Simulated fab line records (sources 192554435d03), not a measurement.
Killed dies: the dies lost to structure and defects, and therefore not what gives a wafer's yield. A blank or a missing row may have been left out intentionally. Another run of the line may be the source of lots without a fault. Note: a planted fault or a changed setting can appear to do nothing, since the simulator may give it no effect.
Matching of chambers    flow n5Finfet    cvdCo-02 running N5_BEOL_M2_CO_CAP_55: 3 sister chambers
The step material Co, precursor CCTBA/H2, target thk 2 nm, time 102.1 s. 3 wafers are shown with their chamber, then 12 later ones without.

== WAFERS PAIRED WITH THEIR CHAMBERS ==
wafer   chamber  heaterPowerOuterW (W)
L089.5  2        112
L091.4  1        153
L091.5  0        130

== WAFERS WHOSE CHAMBER IS MISSING ==
wafer   heaterPowerOuterW (W)
L092.1  149
L092.2  112
L092.3  130
L094.2  130
L094.3  110
L094.4  149
L095.3  110
L095.4  112
L095.5  127
L097.2  153
L097.4  150
L097.6  112

== WHICH CHAMBER EACH WENT THROUGH ==
wafer   from the rows above  in truth
L092.1  1                    1
L092.2  2                    2
L092.3  0                    0
L094.2  0                    0
L094.3  2                    2
L094.4  1                    1
L095.3  2                    2
L095.4  2                    2
L095.5  0                    0
L097.2  1                    1
L097.4  1                    1
L097.6  2                    2
Correct placement for 12 of the 12. Not placeable from these rows: 0. Number placed wrongly: 0.
How it was worked out, from the rows above alone: a wafer's distance from a chamber is the root of the sum, over the readings, of the square of ((its reading less the chamber's mean) divided by the reading's scatter). The wafer belongs to the nearest chamber; if the next one is less than 2 further off, it can't be placed. The mean given for a chamber averages the wafers shown for that chamber. The scatter (one wafer shown for each chamber): square how far every hidden wafer sits from the nearest shown wafer, average those squares and take the square root.
